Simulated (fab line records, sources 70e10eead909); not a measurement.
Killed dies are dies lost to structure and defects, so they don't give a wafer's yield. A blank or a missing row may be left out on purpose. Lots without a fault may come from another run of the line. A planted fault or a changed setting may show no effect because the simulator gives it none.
Which tool did it? | flow nand_harc | 11 lots, 33 wafers sampled, at 6 steps of a route of 1302

WHAT THE GAUGES READ, wafer by wafer
NHARC_P_ZERO_WELL_CD_MEAS_11: target cd 500 nm.
lot  | measured     | on        | cd_nm (nm)
L457 | day 1 21:14  | cd_sem-01 | 500.8 502.2 500.4
L461 | day 3 13:15  | cd_sem-02 | 499.3 498.5 501.6
L464 | day 4 19:14  | cd_sem-03 | 501.0 500.3 500.0
L465 | day 5 05:07  | cd_sem-02 | 503.1 502.8 498.1
L466 | day 5 15:14  | cd_sem-03 | 501.8 502.3 501.3
L469 | day 6 21:15  | cd_sem-03 | 500.8 499.9 500.0
L470 | day 7 07:07  | cd_sem-01 | 501.3 501.0 501.8
L472 | day 8 03:14  | cd_sem-03 | 510.5 501.2 515.3 510.5 501.5 514.8
L473 | day 8 13:07  | cd_sem-01 | 515.4 503.2 499.2 515.3 503.3 499.1
L478 | day 10 15:17 | cd_sem-01 | 503.4 501.9 502.6
L480 | day 11 11:15 | cd_sem-02 | 503.9 502.4 499.3

NHARC_END_SORT_01.
lot  | measured     | on        | killed_at_array | killed_at_other | killed_at_periphery | killed_dies | killed_open | killed_short
L473 | day 31 08:02 | prober-02 | 27 19 20        | 3 3 2           | 7 5 6               | 37 27 28    | 5 2 3       | 0 3 2

WHICH TOOL RAN EACH LOT (tool, then ch and the chambers of the sampled wafers, then the start)
lot  | NHARC_P_ZERO_WELL_PEB_09          | NHARC_P_ZERO_WELL_ETCH_63       | NHARC_P_ZERO_WELL_DESCUM_39        | NHARC_P_ZERO_WELL_DESCUM_54
L457 | litho_track-02 ch 0, day 1 21:09  | rie_si-03 ch 0,2,3, day 1 21:41 | rie_diel-12 ch 0,1, day 2 00:33    | rie_diel-12 ch 0,1, day 2 02:15
L461 | litho_track-03 ch 0, day 3 13:10  | rie_si-04 ch 0,1, day 3 13:40   | rie_diel-12 ch 0,1,2, day 3 16:43  | rie_diel-11 ch 0,1,3, day 3 18:23
L464 | litho_track-02 ch 0, day 4 19:09  | rie_si-03 ch 1,3, day 4 19:59   | rie_diel-11 ch 1,2,3, day 5 02:43  | rie_diel-07 ch 2,3, day 5 04:25
L465 | litho_track-02 ch 0, day 5 05:02  | rie_si-03 ch 1,2,3, day 5 05:35 | rie_diel-11 ch 0,1, day 5 08:14    | rie_diel-12 ch 1,2,3, day 5 09:56
L466 | litho_track-03 ch 0, day 5 15:09  | rie_si-04 ch 0,3, day 5 15:39   | rie_diel-12 ch 0,1, day 5 18:24    | rie_diel-11 ch 0,2,3, day 5 19:55
L469 | litho_track-03 ch 0, day 6 21:10  | rie_si-03 ch 1,2, day 6 21:41   | rie_diel-07 ch 0,1,2, day 7 00:17  | rie_diel-11 ch 1,2, day 7 01:55
L470 | litho_track-02 ch 0, day 7 07:02  | rie_si-05 ch 1,2, day 7 07:35   | rie_diel-11 ch 1,2,3, day 7 10:20  | rie_diel-12 ch 1,2, day 7 11:50
L472 | litho_track-02 ch 0, day 8 03:10  | rie_si-03 ch 0,2,3, day 8 07:32 | rie_diel-07 ch 1,2,3, day 8 10:01  | rie_diel-12 ch 0,1,3, day 8 11:31
L473 | litho_track-02 ch 0, day 8 13:02  | rie_si-04 ch 0,2,3, day 8 16:50 | rie_diel-07 ch 0,1, day 8 19:18    | rie_diel-12 ch 0,2,3, day 8 21:03
L478 | litho_track-03 ch 0, day 10 15:12 | rie_si-03 ch 1,2, day 10 15:43  | rie_diel-12 ch 0,1,3, day 10 18:20 | rie_diel-12 ch 0,2, day 10 19:52
L480 | litho_track-03 ch 0, day 11 11:10 | rie_si-03 ch 0,1, day 11 11:40  | rie_diel-07 ch 0,3, day 11 14:26   | rie_diel-11 ch 0,1, day 11 15:58
- NHARC_P_ZERO_WELL_PEB_09: peb time 80 s.
- NHARC_P_ZERO_WELL_ETCH_63: etches the open film in HBr/Cl2, target depth 120 nm, time 40.1 s.
- NHARC_P_ZERO_WELL_DESCUM_39: chemistry O2, time 3 s.
- NHARC_P_ZERO_WELL_DESCUM_54: chemistry O2, time 3 s.

WHAT THE TOOLS THEMSELVES READ (means of the sampled wafers that have a number; where no wafer has one, the mark that the record gives instead)
NHARC_P_ZERO_WELL_PEB_09.
lot  | tool           | resist_line_temp_C (C)
L457 | litho_track-02 | 23.06
L461 | litho_track-03 | 23.10
L464 | litho_track-02 | 22.97
L465 | litho_track-02 | 22.96
L466 | litho_track-03 | 22.99
L469 | litho_track-03 | 22.82
L470 | litho_track-02 | 23.04
L472 | litho_track-02 | 22.92
L473 | litho_track-02 | 23.02
L478 | litho_track-03 | 22.96
L480 | litho_track-03 | 23.08

NHARC_P_ZERO_WELL_ETCH_63.
lot  | tool      | drypump_motor_current_A (A) | oes_product_au (a.u.) | throttle_valve_pct (%)
L457 | rie_si-03 | 6.1                         | 1.005                 | 26.402
L461 | rie_si-04 | 5.5                         | 0.993                 | 26.411
L464 | rie_si-03 | 6.5                         | 1.006                 | 26.411
L465 | rie_si-03 | 6.2                         | 1.012                 | 26.400
L466 | rie_si-04 | 5.9                         | 1.005                 | 26.399
L469 | rie_si-03 | 6.3                         | 0.997                 | 26.412
L470 | rie_si-05 | 5.8                         | 1.003                 | 26.411
L472 | rie_si-03 | 6.1                         | 1.013                 | 26.404
L473 | rie_si-04 | 5.6                         | 0.998                 | 26.411
L478 | rie_si-03 | 6.3                         | 0.996                 | 26.402
L480 | rie_si-03 | 6.2                         | 0.983                 | 26.408

NHARC_P_ZERO_WELL_DESCUM_39.
lot  | tool        | drypump_motor_current_A (A) | oes_product_au (a.u.) | rf_vpp_V (V) | showerhead_plenum_p_Torr (Torr) | throttle_valve_pct (%)
L457 | rie_diel-12 | 6.3                         | 0.995                 | 58.0         | 1.87                            | 11.306
L461 | rie_diel-12 | 6.1                         | 0.996                 | 57.0         | 1.90                            | 11.312
L464 | rie_diel-11 | 6.0                         | 1.000                 | 57.7         | 1.96                            | 11.313
L465 | rie_diel-11 | 5.7                         | 1.002                 | 57.7         | 1.83                            | 11.305
L466 | rie_diel-12 | 6.3                         | 1.000                 | 57.3         | 1.86                            | 11.318
L469 | rie_diel-07 | 5.4                         | 0.996                 | 58.4         | 1.99                            | 11.307
L470 | rie_diel-11 | 6.0                         | 0.991                 | 57.7         | 1.96                            | 11.310
L472 | rie_diel-07 | 5.6                         | 0.995                 | 57.3         | 1.95                            | 11.307
L473 | rie_diel-07 | 5.4                         | 0.986                 | 58.3         | 1.93                            | 11.317
L478 | rie_diel-12 | 6.3                         | 0.998                 | 57.8         | 1.89                            | 11.316
L480 | rie_diel-07 | 5.4                         | 0.999                 | 57.4         | 1.83                            | 11.313

NHARC_P_ZERO_WELL_DESCUM_54.
lot  | tool        | drypump_motor_current_A (A) | oes_product_au (a.u.) | rf_vpp_V (V) | showerhead_plenum_p_Torr (Torr) | throttle_valve_pct (%)
L457 | rie_diel-12 | 6.3                         | 0.999                 | 57.3         | 1.87                            | 11.307
L461 | rie_diel-11 | 5.7                         | 1.009                 | 58.1         | 1.89                            | 11.310
L464 | rie_diel-07 | 5.2                         | 0.995                 | 57.4         | 1.78                            | 11.319
L465 | rie_diel-12 | 6.1                         | 1.001                 | 59.2         | 1.95                            | 11.309
L466 | rie_diel-11 | 5.6                         | 0.996                 | 59.3         | 1.98                            | 11.316
L469 | rie_diel-11 | 6.1                         | 0.995                 | 58.6         | 1.97                            | 11.325
L470 | rie_diel-12 | 6.0                         | 1.012                 | 57.7         | 1.93                            | 11.302
L472 | rie_diel-12 | 6.3                         | 1.006                 | 58.3         | 1.90                            | 11.312
L473 | rie_diel-12 | 6.2                         | 1.014                 | 57.2         | 1.89                            | 11.309
L478 | rie_diel-12 | 6.0                         | 1.002                 | 56.8         | 1.88                            | 11.312
L480 | rie_diel-11 | 5.7                         | 1.001                 | 57.2         | 1.82                            | 11.321

THE ANSWER, worked out from the rows above alone
Rule: what is usual is taken from the lots themselves. Put in order of their means at a reading, lots are off if they are a third of the lots or fewer, leave a main group of 4 or more, and stand apart from it by a gap of 3 or more times the standard deviation of the main group's means; of several such gaps the widest counts. A main group whose means are all the same, to the digits that the tables above print for the reading, isn't used. A lot without any number at a reading at which 4 lots or more have one is off too. The other lots that the step has rows for count as sound. The gauges are gone through in route order, then the tools' own readings, and for those a lot's mean is taken as printed above. The first step at which some lot is off is used, and at that step the reading that is off furthest; a lot without a number counts as furthest.
Off: L472, L473, at NHARC_P_ZERO_WELL_CD_MEAS_11 (cd_nm). The main group: mean 501.2 nm, standard deviation 0.84.
A tool fits if, at a process step before that reading, it ran every lot that is off, and no sound lot after the first of them. The gauges at NHARC_P_ZERO_WELL_CD_MEAS_11 are tried like those tools. One fits: litho_track-02 at NHARC_P_ZERO_WELL_PEB_09. Its last sound lot is L470 (day 7 07:02), its first lot that is off L472 (day 8 03:10): a fault that began between those two fits.

WHAT THE SIMULATOR HAD PUT IN
Process parameter drift: litho_track-02, from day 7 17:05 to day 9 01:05, at NHARC_P_ZERO_WELL_PEB_09. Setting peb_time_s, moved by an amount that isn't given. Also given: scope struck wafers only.
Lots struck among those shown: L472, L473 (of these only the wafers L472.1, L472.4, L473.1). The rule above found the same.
